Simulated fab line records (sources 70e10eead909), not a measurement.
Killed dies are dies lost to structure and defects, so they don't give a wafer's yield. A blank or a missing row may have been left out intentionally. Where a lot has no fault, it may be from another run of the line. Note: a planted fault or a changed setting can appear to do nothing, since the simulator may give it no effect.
fab line records	flow nand-harc
[record] lots = 7	wafers = 21	last-day = 25
route steps=1159 shown P_BONDPAD@356 END@1159
lots that met no fault: from a run of the same line without faults
start-h: hours from the record's opening day to when the first of the lot's shown wafers began	wait-h: how many hours have passed since the lot's step before this one	" identical to the entry in the row above	L1.1+2: a single row standing in for several wafers	- no value, or no start was given	* or withheld: withheld	< > ~ a bound
route shown NAME@n: a module of which the file shows steps, and the number in the route of the first	usual: mean and standard deviation over wafers with no fault	same: alike in all rows	chamber/n: place in a boat	sites: each site's reading	_std_site: how widely they spread, as a standard deviation	_edge_site: mean of outer sites minus mean of inner sites	radius-mm: for every site, how far away it sits from the centre of the wafer	mask NAME#n: copy n	behind: the most recent tool/chamber to have shaped the wafer	hold: cause of the lot's hold/its duration in hours/its outcome	device: transistor that didn't switch, given as n, p or np	end of line: tests run on the same wafers once the route is complete	a step with no rows: only its recipe	killed: not the wafer's yield, but the dies lost to structure and defects at the first sort	map: a wafer's dies, x killed, . not, _ none there
set.NAME: the setting that was run; set.NAME@STEP: the one run at that earlier step	model.NAME: the simulator's own value behind a step, which no gauge read
certain route steps with their lots: each step a table, each wafer a row
services: from which hour (start-h, from the record's first day; less than 0 if before it) a tool's chamber was out of use, for how many hours, and why
[[steps]]
[step NHARC_P_BONDPAD_HMDS_02]
[recipe] time-s = 30
[step NHARC_P_BONDPAD_COAT_36]
[recipe] temp-c = 200	time-s = 65
[step NHARC_P_BONDPAD_COAT_03]
[recipe] spin-rpm = 2000	resist-thk-nm = 600
[step NHARC_P_BONDPAD_SOFTBAKE_04]
[recipe] temp-c = 125	time-s = 70
[step NHARC_P_BONDPAD_EBR_05]
[step NHARC_P_BONDPAD_EXPOSE_06]
[recipe] na = 0.55	dose-mj = 37.06	mask-id = P_BPAD
[step NHARC_P_BONDPAD_PEB_07]
[recipe] peb-temp-c = 128	peb-time-s = 80
[step NHARC_P_BONDPAD_DEVELOP_08]
[recipe] time-s = 50	dev-temp-c = 22
[step NHARC_P_BONDPAD_CD_MEAS_09]
[recipe] target-cd-nm = 500	landing-energy-ev = 500
[usual] cd-nm = 501.8/2.5
lot.wafer	tool	chamber	start-h	wait-h	cd-nm
L635.1	cd-sem-03	0	174.38	-	498.8
L635.4	"	0	"	"	497.3
L635.6	"	0	"	"	502.4
L640.2	cd-sem-03	0	212.41	-	495.9
L640.4	"	0	"	"	498.0
L640.5	"	0	"	"	496.4
L641.1	cd-sem-01	0	213.79	-	501.7
L641.2	"	0	"	"	503.2
L641.6	"	0	"	"	503.0
L643.3	cd-sem-02	0	223.17	-	499.1
L643.4	"	0	"	"	502.5
L643.6	"	0	"	"	503.0
L644.1	cd-sem-01	0	224.22	-	500.9
L644.5	"	0	"	"	499.4
L644.6	"	0	"	"	499.7
L645.3	cd-sem-03	0	238.28	-	501.0
L645.4	"	0	"	"	505.6
L645.5	"	0	"	"	503.6
L651.1	cd-sem-01	0	280.92	-	500.2
L651.2	"	0	"	"	503.7
L651.5	"	0	"	"	501.0
[step NHARC_P_BONDPAD_OVL_MEAS_38]
[usual] overlay-x-nm = 3/6.2	overlay-y-nm = 0/6.9
lot.wafer	tool	chamber	start-h	wait-h	overlay-x-nm	overlay-y-nm
L635.1	overlay-02	-	174.47	-	-4	-9
L635.4	"	-	"	"	-4	-9
L635.6	"	-	"	"	-4	-9
L640.2	overlay-02	-	212.50	-	3	2
L640.4	"	-	"	"	3	2
L640.5	"	-	"	"	3	3
L641.1	overlay-01	-	213.88	-	-1	5
L641.2	"	-	"	"	-1	5
L641.6	"	-	"	"	0	5
L643.3	overlay-01	-	223.25	-	-1	3
L643.4	"	-	"	"	-1	3
L643.6	"	-	"	"	-1	4
L644.1	overlay-01	-	224.31	-	14	11
L644.5	"	-	"	"	15	11
L644.6	"	-	"	"	14	12
L645.3	overlay-02	-	238.36	-	4	-9
L645.4	"	-	"	"	5	-9
L645.5	"	-	"	"	5	-9
L651.1	overlay-02	-	281.01	-	-5	0
L651.2	"	-	"	"	-6	0
L651.5	"	-	"	"	-5	0
[step NHARC_P_BONDPAD_HARDBAKE_10]
[recipe] temp-c = 118	time-s = 65
[step NHARC_P_BONDPAD_DESCUM_11]
[recipe] time-s = 3	o2-flow-sccm = 200	ar-flow-sccm = 0	bias-power-w = 0	chemistry = O2
[usual] drypump-motor-current-A = 5.7/0.4	oes-product-au = 1.000/0.011	rf-vpp-V = 57.6/0.9	showerhead-plenum-p-Torr = 1.89/0.09	throttle-valve-pct = 11.311/0.0088
[same] bias-power-w = 0
lot.wafer	tool	chamber	start-h	wait-h	drypump-motor-current-A	oes-product-au	rf-hours-counter-h	rf-vpp-V	showerhead-plenum-p-Torr	throttle-valve-pct
L635.1	rie-diel-11	0	174.60	-	6.0	0.981	51	56.7	1.95	11.304
L635.4	"	3	"	"	5.9	0.991	51	57.3	1.90	11.317
L635.6	"	0	"	"	6.0	0.984	-	58.3	1.95	11.307
L640.4	rie-diel-08	2	212.62	-	5.7	1.007	6	58.3	1.82	11.296
L640.2	"	1	"	"	6.0	1.005	5	57.9	2.03	11.320
L640.5	"	2	"	"	5.7	1.008	-	58.4	1.82	11.311
L641.2	rie-diel-10	3	214.00	-	6.0	0.995	16	57.5	1.97	11.330
L641.1	"	1	"	"	6.3	1.011	16	57.6	1.77	11.319
L641.6	"	3	"	"	6.0	1.000	-	57.6	1.97	11.311
L643.3	rie-diel-08	0	223.37	-	5.6	0.995	8	58.2	1.78	11.303
L643.4	"	1	"	"	6.0	1.016	7	58.2	2.03	11.311
L643.6	"	1	"	"	6.0	1.017	-	58.8	2.03	11.320
L644.1	rie-diel-08	0	224.46	-	5.7	1.005	8	58.4	1.78	11.326
L644.5	"	1	"	"	6.0	1.019	-	57.8	2.03	11.316
L644.6	"	2	"	"	5.7	1.002	-	59.2	1.82	11.323
L645.3	rie-diel-11	0	238.49	-	6.1	1.010	19	58.0	1.94	11.303
L645.5	"	0	"	"	6.1	0.996	-	58.0	1.94	11.299
L645.4	"	3	"	"	5.9	1.007	-	56.7	1.89	11.307
L651.2	rie-diel-08	2	281.14	-	5.7	1.003	13	58.2	1.82	11.308
L651.1	"	1	"	"	6.0	1.001	13	59.1	2.03	11.311
L651.5	"	3	"	"	5.0	0.996	-	58.5	1.92	11.302
[step NHARC_P_BONDPAD_ETCH_37]
[recipe] target-depth-a = 600	overetch-a = 180	time-s = 65.91	ion-energy-ev = 200	n2-flow-sccm = 150	h2-flow-sccm = 150	ar-flow-sccm = 0	rf-w = 400	bias-w = 150	chemistry = N2/H2
[usual] bias-w = 150.0/0.45	chamber-pressure-mTorr = 30.000/0.028	drypump-motor-current-A = 5.7/0.41	oes-product-au = 1.002/0.011	rf-fwd-power-W = 396.4/1.5	rf-vpp-V = 429.9/2.9	showerhead-plenum-p-Torr = 2.02/0.1	throttle-valve-pct = 14.172/0.0091
lot.wafer	tool	chamber	start-h	wait-h	bias-w	chamber-pressure-mTorr	drypump-motor-current-A	oes-product-au	rf-fwd-power-W	rf-hours-counter-h	rf-vpp-V	showerhead-plenum-p-Torr	throttle-valve-pct
L635.4	rie-diel-11	0	174.79	0.2	149.8	29.961	6.1	0.974	392.8	51	433.5	2.08	14.172
L635.1	"	1	"	"	149.7	30.007	5.2	0.993	396.6	51	426.9	1.92	14.171
L635.6	"	3	"	"	149.8	30.002	5.9	0.989	398.0	-	431.0	2.03	14.166
L640.2	rie-diel-08	3	212.72	0.1	149.9	29.946	5.0	1.001	394.6	7	430.0	2.05	14.158
L640.4	"	0	"	"	149.9	29.950	5.6	0.993	396.2	6	426.7	1.89	14.180
L640.5	"	2	"	"	150.4	29.971	5.7	1.004	395.2	-	428.3	1.94	14.170
L641.1	rie-diel-10	2	214.10	0.1	-	-	-	-	-	-	-	-	-
L641.2	"	3	"	"	-	-	-	-	-	-	-	-	-
L641.6	"	1	"	"	-	-	-	-	-	-	-	-	-
L643.4	rie-diel-08	0	223.47	0.1	-	-	-	-	-	-	-	-	-
L643.3	"	1	"	"	-	-	-	-	-	-	-	-	-
L643.6	"	3	"	"	-	-	-	-	-	-	-	-	-
L644.1	rie-diel-08	1	224.69	0.2	-	-	-	-	-	-	-	-	-
L644.5	"	0	"	"	-	-	-	-	-	-	-	-	-
L644.6	"	1	"	"	-	-	-	-	-	-	-	-	-
L645.3	rie-diel-11	3	238.59	0.1	150.1	29.960	5.9	1.009	396.3	19	430.1	2.02	14.185
L645.5	"	3	"	"	149.5	29.980	5.9	1.017	396.7	-	430.2	2.02	14.154
L645.4	"	0	"	"	149.4	30.030	6.0	1.002	397.6	-	432.6	2.07	14.179
L651.2	rie-diel-08	1	281.23	0.1	149.9	30.003	6.0	1.002	395.2	13	433.2	2.17	14.168
L651.1	"	2	"	"	150.5	29.984	5.7	1.017	394.7	13	427.5	1.93	14.179
L651.5	"	1	"	"	149.7	29.997	6.0	1.006	396.0	-	433.5	2.17	14.183
[step NHARC_P_BONDPAD_ETCH_12]
[recipe] target-depth-a = 2000	time-s = 100	chf3-flow-sccm = 50	o2-flow-sccm = 10	ar-flow-sccm = 200	rf-w = 500	bias-w = 200	chemistry = CHF3/O2
[usual] bias-w = 200.0/0.69	chamber-pressure-mTorr = 25.002/0.023	chf3-flow-sccm = 50.00/0.15	drypump-motor-current-A = 5.7/0.42	oes-product-au = 0.935/0.022	rf-fwd-power-W = 496.8/1.7	rf-vpp-V = 369.9/2.4	showerhead-plenum-p-Torr = 2.38/0.11	throttle-valve-pct = 20.572/0.0092
lot.wafer	tool	chamber	start-h	wait-h	bias-w	chamber-pressure-mTorr	chf3-flow-sccm	drypump-motor-current-A	oes-product-au	rf-fwd-power-W	rf-hours-counter-h	rf-vpp-V	showerhead-plenum-p-Torr	throttle-valve-pct
L635.1	rie-diel-11	3	-	-	200.0	25.003	50.11	5.9	0.926	498.9	51	370.0	2.39	20.571
L635.4	"	0	"	"	200.6	24.989	50.12	6.1	0.908	496.6	51	371.3	2.44	20.576
L635.6	"	1	"	"	198.5	24.994	50.01	5.2	0.937	494.8	-	367.9	2.28	20.581
L640.2	rie-diel-08	2	-	-	199.5	24.986	49.72	5.7	0.938	496.5	6	368.6	2.29	20.565
L640.4	"	3	"	"	199.0	25.013	49.87	5.0	0.915	496.9	7	369.2	2.41	20.573
L640.5	"	1	"	"	200.8	24.966	49.92	6.0	0.945	496.8	-	372.8	2.54	20.567
L641.2	rie-diel-10	2	214.21	0.1	199.9	25.016	50.05	5.6	0.957	499.2	13	369.8	2.34	20.588
L641.1	"	1	"	"	199.7	24.974	49.82	6.3	0.963	498.0	16	367.0	2.23	20.572
L641.6	"	1	"	"	200.1	25.060	49.94	6.3	0.955	496.0	-	366.2	2.23	20.563
L643.3	rie-diel-08	0	223.56	0.1	199.9	25.025	49.96	5.6	0.934	494.1	8	368.0	2.24	20.595
L643.4	"	2	"	"	200.5	25.003	49.73	5.7	0.932	498.0	7	367.0	2.29	20.573
L643.6	"	3	"	"	200.9	24.999	50.12	5.0	0.923	496.1	-	371.3	2.41	20.573
L644.1	rie-diel-08	0	224.80	0.1	200.6	25.045	49.72	5.6	0.953	496.1	8	367.4	2.24	20.554
L644.6	"	2	"	"	199.6	25.010	49.86	5.7	0.956	496.2	-	369.1	2.29	20.546
L644.5	"	3	"	"	200.9	25.000	49.91	5.0	0.959	494.2	-	371.0	2.41	20.571
L645.3	rie-diel-11	0	-	-	200.4	24.971	50.14	6.0	0.921	495.9	19	371.8	2.43	20.559
L645.4	"	3	"	"	199.7	24.997	49.55	5.9	0.924	496.7	-	370.2	2.38	20.566
L645.5	"	1	"	"	200.5	25.050	49.89	5.2	0.896	497.4	-	368.1	2.27	20.579
L651.2	rie-diel-08	3	-	-	200.3	25.031	49.91	5.0	0.915	497.6	13	369.2	2.41	20.578
L651.1	"	0	"	"	199.6	25.012	50.17	5.6	0.913	497.1	13	366.9	2.23	20.577
L651.5	"	3	"	"	200.1	25.001	50.07	5.0	0.920	497.3	-	370.5	2.41	20.573
[step NHARC_END_SORT_01]
[recipe] temp-c = 25
[usual] defect-limited-yield = 95.6/1.5	killed-at-array = 27/10	killed-at-other = 0.6/0.83	killed-at-periphery = 2.4/1.8	killed-dies = 30/10	killed-open = 3.3/1.7	killed-short = 1.8/1.4	sort_bin_2_pct = 1.3/0.69	sort_bin_3_pct = 0.25/0.24	sort_bin_4_pct = 2.8/0.94	sort-n-pass = 647/10	sort-rim-yield-pct = 96.7/2.1	sort-yield-pct = 95.6/1.5
[same] gross-dies = 677	sort_bin_5_pct[%] = 0	sort_bin_6_pct[%] = 0	sort_bin_7_pct[%] = 0	sort_bin_8_pct[%] = 0	sort-rim-n-gross = 106.00
lot.wafer	tool	chamber	start-h	wait-h	defect-limited-yield[%]	killed-at-array	killed-at-other	killed-at-periphery	killed-dies	killed-open	killed-short	sort_bin_2_pct[%]	sort_bin_3_pct[%]	sort_bin_4_pct[%]	sort-n-pass	sort-rim-yield-pct[%]	sort-yield-pct[%]
L635.1	prober-02	0	493.45	2.5	96.9	16	1	4	21	5	3	0.3	0.15	2.7	656	95.3	96.9
L635.4	prober-02	0	495.86	3.4	96.8	17	2	3	22	2	2	0.9	0.44	1.9	655	98.1	96.8
L635.6	prober-02	0	497.46	4.0	97.8	9	2	4	15	2	2	0.4	0.15	1.6	662	94.3	97.8
L641.1	prober-02	0	509.11	2.5	0	34	0	643	677	1	2	96.8	0.15	3.1	0	0	0
L641.2	prober-02	0	509.91	2.8	0	28	0	649	677	4	2	96.9	0	3.1	0	0	0
L641.6	prober-02	0	513.13	4.0	0	29	2	646	677	4	2	96.3	0.74	3.0	0	0	0
L644.1	prober-01	0	522.15	2.5	0	36	0	641	677	2	6	95.7	0.15	4.1	0	0	0
L644.5	prober-01	0	525.35	3.7	0	42	0	635	677	7	2	95.9	0.30	3.8	0	0	0
L644.6	prober-01	0	526.15	4.0	0	36	0	641	677	2	2	95.9	0.15	4.0	0	0	0
L643.3	prober-02	0	523.75	3.1	0	33	0	644	677	4	2	96.3	0.15	3.5	0	0	0
L643.4	prober-02	0	524.56	3.4	0	21	0	656	677	4	0	97.5	0.15	2.4	0	0	0
L643.6	prober-02	0	526.17	4.0	0	34	0	643	677	4	3	96.2	0.30	3.5	0	0	0
L640.2	prober-01	0	530.70	2.8	93.9	39	0	2	41	3	3	1.3	0.59	4.1	636	97.2	93.9
L640.4	prober-01	0	532.27	3.4	93.6	42	0	1	43	1	1	1.9	0.30	4.1	634	98.1	93.6
L640.5	prober-01	0	533.06	3.6	93.6	42	0	1	43	4	4	1.6	0.44	4.3	634	98.1	93.6
L645.3	prober-01	0	545.54	3.1	96.8	17	1	4	22	3	2	1.0	0	2.2	655	98.1	96.8
L645.4	prober-01	0	546.34	3.4	95.6	27	1	2	30	3	4	1.5	0.15	2.8	647	96.2	95.6
L645.5	prober-01	0	547.14	3.7	96.6	20	1	2	23	5	2	0.7	0.15	2.5	654	95.3	96.6
L651.1	prober-02	0	586.35	2.5	95.1	29	0	4	33	4	1	1.6	0.15	3.1	644	100.0	95.1
L651.2	prober-02	0	587.15	2.8	95.6	25	2	3	30	4	3	2.5	0.15	1.8	647	96.2	95.6
L651.5	prober-02	0	589.53	3.7	95.9	27	0	1	28	2	1	1.6	0.30	2.2	649	100.0	95.9
// killed by level:class
L635.1 A_CHANNEL_HOLE_D1:chamber-film-flake=4 A_CONTACT:geometric-particle:open=3 A_STAIRCASE:chamber-film-flake=3 P_M0:geometric-particle:open=2 A_SOURCE_PLATE:geometric-particle:short=2 A_SLIT:chamber-film-flake=2 A_CHANNEL_HOLE_D1:geometric-particle:short=1 P_STI:chamber-film-flake=1
L635.4 A_CHANNEL_HOLE_D1:chamber-film-flake=8 A_STAIRCASE:chamber-film-flake=3 A_CONTACT:chamber-film-flake=2 THIN_TSV:chamber-film-flake=2 P_M2:geometric-particle:open=1 A_CHANNEL_FILL_D1:geometric-particle:short=1 A_CONTACT:geometric-particle:short=1 A_BLC:geometric-particle:open=1
L635.6 A_STAIRCASE:chamber-film-flake=3 P_GATE:chamber-film-flake=2 A_CHANNEL_HOLE_D1:chamber-film-flake=2 THIN_TSV:chamber-film-flake=2 P_M0:geometric-particle:open=1 A_CHANNEL_FILL_D1:geometric-particle:short=1 A_WL_FILL:geometric-particle:short=1 A_CONTACT:geometric-particle:open=1
L641.1 P_BONDPAD:area-etch=643 A_CHANNEL_HOLE_D1:chamber-film-flake=17 A_CONTACT:chamber-film-flake=5 A_STAIRCASE:chamber-film-flake=4 A_WL_FILL:chamber-film-flake=4 A_ONON_D1:geometric-particle:short=2 A_SGD_CUT:geometric-particle:open=1 A_CHANNEL_FILL_D1:chamber-film-flake=1
L641.2 P_BONDPAD:area-etch=647 A_CHANNEL_HOLE_D1:chamber-film-flake=15 A_CONTACT:chamber-film-flake=6 A_WL_FILL:chamber-film-flake=2 P_CONTACT:geometric-particle:short=1 P_CONTACT:geometric-particle:open=1 A_ONON_D1:geometric-particle:open=1 A_WL_FILL:geometric-particle:open=1
L641.6 P_BONDPAD:area-etch=645 A_CHANNEL_HOLE_D1:chamber-film-flake=17 A_CONTACT:chamber-film-flake=4 A_STAIRCASE:chamber-film-flake=3 A_CONTACT:geometric-particle:open=2 P_CONTACT:geometric-particle:open=1 A_CHANNEL_FILL_D1:geometric-particle:short=1 A_CHANNEL_FILL_D1:chamber-film-flake=1
L644.1 P_BONDPAD:area-etch=639 A_SLIT:chamber-film-flake=17 A_CHANNEL_HOLE_D1:chamber-film-flake=5 A_STAIRCASE:chamber-film-flake=4 A_WL_FILL:geometric-particle:short=2 A_SGD_CUT:chamber-film-flake=2 P_STI:geometric-particle:short=1 A_CHANNEL_FILL_D1:geometric-particle:open=1
L643.3 P_BONDPAD:area-etch=643 A_CHANNEL_HOLE_D1:chamber-film-flake=22 A_STAIRCASE:chamber-film-flake=3 A_WL_FILL:geometric-particle:open=2 A_CONTACT:chamber-film-flake=2 P_CONTACT:geometric-particle:open=1 A_ONON_D1:geometric-particle:short=1 A_WL_FILL:geometric-particle:short=1
L643.4 P_BONDPAD:area-etch=655 A_CHANNEL_HOLE_D1:chamber-film-flake=13 A_CONTACT:geometric-particle:open=2 A_STAIRCASE:chamber-film-flake=2 A_WL_FILL:geometric-particle:open=1 A_M0:geometric-particle:open=1 P_STI:chamber-film-flake=1 A_CONTACT:chamber-film-flake=1
L644.5 P_BONDPAD:area-etch=631 A_SLIT:chamber-film-flake=18 A_STAIRCASE:chamber-film-flake=7 A_SGD_CUT:chamber-film-flake=6 A_CHANNEL_HOLE_D1:chamber-film-flake=3 A_CONTACT:chamber-film-flake=3 P_CONTACT:geometric-particle:open=2 P_STI:geometric-particle:open=1
L644.6 P_BONDPAD:area-etch=640 A_SLIT:chamber-film-flake=16 A_CHANNEL_HOLE_D1:chamber-film-flake=7 A_STAIRCASE:chamber-film-flake=4 A_CONTACT:chamber-film-flake=3 A_CHANNEL_FILL_D1:geometric-particle:short=1 A_CONTACT:geometric-particle:open=1 A_M0:geometric-particle:short=1
L643.6 P_BONDPAD:area-etch=638 A_CHANNEL_HOLE_D1:chamber-film-flake=22 A_STAIRCASE:chamber-film-flake=6 A_CONTACT:geometric-particle:open=2 P_STI:chamber-film-flake=2 P_STI:geometric-particle:short=1 P_M0:geometric-particle:open=1 A_WL_FILL:geometric-particle:open=1
L640.2 A_CHANNEL_HOLE_D1:chamber-film-flake=17 A_SLIT:chamber-film-flake=11 A_CONTACT:chamber-film-flake=4 P_ZERO_WELL:geometric-particle:short=1 A_CHANNEL_FILL_D1:geometric-particle:open=1 A_STAIRCASE:geometric-particle:short=1 A_SGD_CUT:geometric-particle:short=1 A_M0:geometric-particle:open=1
L640.4 A_CHANNEL_HOLE_D1:chamber-film-flake=16 A_SLIT:chamber-film-flake=10 A_CONTACT:chamber-film-flake=8 A_STAIRCASE:chamber-film-flake=6 P_M0:geometric-particle:open=1 A_BLC:geometric-particle:short=1 A_M1:chamber-film-flake=1
L640.5 A_CHANNEL_HOLE_D1:chamber-film-flake=17 A_SLIT:chamber-film-flake=13 A_M0:geometric-particle:open=2 A_CONTACT:chamber-film-flake=2 A_SOURCE_PLATE:geometric-particle:open=1 A_ONON_D1:geometric-particle:short=1 A_CHANNEL_FILL_D1:geometric-particle:short=1 A_SGD_CUT:geometric-particle:short=1
L645.3 A_STAIRCASE:chamber-film-flake=4 A_BLC:chamber-film-flake=4 A_CHANNEL_HOLE_D1:chamber-film-flake=3 A_CHANNEL_FILL_D1:geometric-particle:short=2 P_STI:chamber-film-flake=2 A_CONTACT:chamber-film-flake=2 P_M0:geometric-particle:open=1 P_M1:geometric-particle:open=1
L645.4 A_CHANNEL_HOLE_D1:chamber-film-flake=8 A_BLC:chamber-film-flake=8 A_STAIRCASE:chamber-film-flake=4 P_GATE:geometric-particle:short=1 P_GATE:geometric-particle:open=1 A_ONON_D1:geometric-particle:open=1 A_CHANNEL_HOLE_D1:geometric-particle:short=1 A_CHANNEL_FILL_D1:geometric-particle:short=1
L645.5 A_CHANNEL_HOLE_D1:chamber-film-flake=5 A_STAIRCASE:chamber-film-flake=4 A_BLC:chamber-film-flake=3 A_CONTACT:geometric-particle:open=2 A_CONTACT:chamber-film-flake=2 P_M0:geometric-particle:open=1 P_M0:geometric-particle:short=1 A_ONON_D1:geometric-particle:open=1
L651.1 A_SLIT:chamber-film-flake=24 A_M1:geometric-particle:open=2 P_STI:chamber-film-flake=2 P_GATE:geometric-particle:open=1 A_CONTACT:geometric-particle:short=1 A_M0:geometric-particle:open=1 P_GATE:chamber-film-flake=1 A_CONTACT:chamber-film-flake=1
L651.2 A_SLIT:chamber-film-flake=14 A_CHANNEL_FILL_D1:geometric-particle:open=2 A_STAIRCASE:chamber-film-flake=2 THIN_TSV:chamber-film-flake=2 P_M1:geometric-particle:open=1 A_ONON_D1:geometric-particle:short=1 A_WL_FILL:geometric-particle:short=1 A_CONTACT:geometric-particle:open=1
L651.5 A_SLIT:chamber-film-flake=21 A_CONTACT:chamber-film-flake=2 A_ONON_D1:geometric-particle:short=1 A_WL_FILL:geometric-particle:open=1 A_CONTACT:geometric-particle:open=1 P_GATE:chamber-film-flake=1 A_ZERO_WELL:chamber-film-flake=1
// map L641.1 (x killed, . not)
____________x____________
_________xxxxxxx_________
_______xxxxxxxxxxx_______
______xxxxxxxxxxxxx______
_____xxxxxxxxxxxxxxx_____
____xxxxxxxxxxxxxxxxx____
____xxxxxxxxxxxxxxxxx____
___xxxxxxxxxxxxxxxxxxx___
___xxxxxxxxxxxxxxxxxxx___
__xxxxxxxxxxxxxxxxxxxxx__
__xxxxxxxxxxxxxxxxxxxxx__
_xxxxxxxxxxxxxxxxxxxxxxx_
_xxxxxxxxxxxxxxxxxxxxxxx_
_xxxxxxxxxxxxxxxxxxxxxxx_
_xxxxxxxxxxxxxxxxxxxxxxx_
_xxxxxxxxxxxxxxxxxxxxxxx_
xxxxxxxxxxxxxxxxxxxxxxxxx
xxxxxxxxxxxxxxxxxxxxxxxxx
xxxxxxxxxxxxxxxxxxxxxxxxx
xxxxxxxxxxxxxxxxxxxxxxxxx
xxxxxxxxxxxxxxxxxxxxxxxxx
_xxxxxxxxxxxxxxxxxxxxxxx_
_xxxxxxxxxxxxxxxxxxxxxxx_
_xxxxxxxxxxxxxxxxxxxxxxx_
_xxxxxxxxxxxxxxxxxxxxxxx_
_xxxxxxxxxxxxxxxxxxxxxxx_
__xxxxxxxxxxxxxxxxxxxxx__
__xxxxxxxxxxxxxxxxxxxxx__
___xxxxxxxxxxxxxxxxxxx___
___xxxxxxxxxxxxxxxxxxx___
____xxxxxxxxxxxxxxxxx____
____xxxxxxxxxxxxxxxxx____
_____xxxxxxxxxxxxxxx_____
______xxxxxxxxxxxxx______
_______xxxxxxxxxxx_______
_________xxxxxxx_________
____________x____________
// map L643.3 (x killed, . not)
____________x____________
_________xxxxxxx_________
_______xxxxxxxxxxx_______
______xxxxxxxxxxxxx______
_____xxxxxxxxxxxxxxx_____
____xxxxxxxxxxxxxxxxx____
____xxxxxxxxxxxxxxxxx____
___xxxxxxxxxxxxxxxxxxx___
___xxxxxxxxxxxxxxxxxxx___
__xxxxxxxxxxxxxxxxxxxxx__
__xxxxxxxxxxxxxxxxxxxxx__
_xxxxxxxxxxxxxxxxxxxxxxx_
_xxxxxxxxxxxxxxxxxxxxxxx_
_xxxxxxxxxxxxxxxxxxxxxxx_
_xxxxxxxxxxxxxxxxxxxxxxx_
_xxxxxxxxxxxxxxxxxxxxxxx_
xxxxxxxxxxxxxxxxxxxxxxxxx
xxxxxxxxxxxxxxxxxxxxxxxxx
xxxxxxxxxxxxxxxxxxxxxxxxx
xxxxxxxxxxxxxxxxxxxxxxxxx
xxxxxxxxxxxxxxxxxxxxxxxxx
_xxxxxxxxxxxxxxxxxxxxxxx_
_xxxxxxxxxxxxxxxxxxxxxxx_
_xxxxxxxxxxxxxxxxxxxxxxx_
_xxxxxxxxxxxxxxxxxxxxxxx_
_xxxxxxxxxxxxxxxxxxxxxxx_
__xxxxxxxxxxxxxxxxxxxxx__
__xxxxxxxxxxxxxxxxxxxxx__
___xxxxxxxxxxxxxxxxxxx___
___xxxxxxxxxxxxxxxxxxx___
____xxxxxxxxxxxxxxxxx____
____xxxxxxxxxxxxxxxxx____
_____xxxxxxxxxxxxxxx_____
______xxxxxxxxxxxxx______
_______xxxxxxxxxxx_______
_________xxxxxxx_________
____________x____________
[[services]]
tool	chamber	start-h	hours	kind
rie-diel-11	-	153.84	0.3	repair
rie-diel-08	0	158.36	-	clean
rie-diel-08	1	158.36	-	clean
rie-diel-08	2	158.36	-	clean
rie-diel-08	3	158.36	-	clean
rie-diel-08	2	165.10	8.6	repair
rie-diel-10	-	176.50	9.0	pm
rie-diel-08	1	180.46	9.2	repair
rie-diel-08	0	182.86	-	clean
rie-diel-08	2	182.86	-	clean
rie-diel-08	3	182.86	-	clean
rie-diel-11	-	189.65	9.0	pm
rie-diel-11	2	202.52	54.4	repair
rie-diel-10	2	206.85	1.4	repair
rie-diel-08	0	207.36	-	clean
rie-diel-08	1	207.36	-	clean
rie-diel-08	2	207.36	-	clean
rie-diel-08	3	207.36	-	clean
rie-diel-08	0	231.86	-	clean
rie-diel-08	1	231.86	-	clean
rie-diel-08	2	231.86	-	clean
rie-diel-08	3	231.86	-	clean
rie-diel-11	-	237.80	0.4	repair
rie-diel-08	0	256.36	-	clean
[[key]]
[first-sign] step = NHARC_P_BONDPAD_ETCH_37	reading = tool-record	direction = missing
[effect] step = NHARC_END_SORT_01	reading = killed-at-periphery	direction = up	sigmas = 99+	usual = 2.4	struck = 644.2
[more-kills-born-at] NHARC_P_BONDPAD_ETCH_37@rie-diel-08 = 3846	NHARC_P_BONDPAD_ETCH_37@rie-diel-10 = 1935
met-at NHARC_P_BONDPAD_ETCH_37
struck-wafers L641.1,L641.2,L641.6,L643.3,L643.4,L643.6,L644.1,L644.5,L644.6
later-rows-left-out L641.1,L641.2,L641.6,L643.3,L643.4,L643.6,L644.1,L644.5,L644.6
onset-between 212.72 214.10
[fault] kind = skipped-step-whole	tool = rie-diel-08,rie-diel-10	chamber = -	onset-h = 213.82	steps = NHARC_P_BONDPAD_ETCH_37	scope = struck-lots-only
// later-rows-left-out: the simulator's readings of these wafers behind a module that went badly wrong aren't trusted and aren't shown, but for the sort
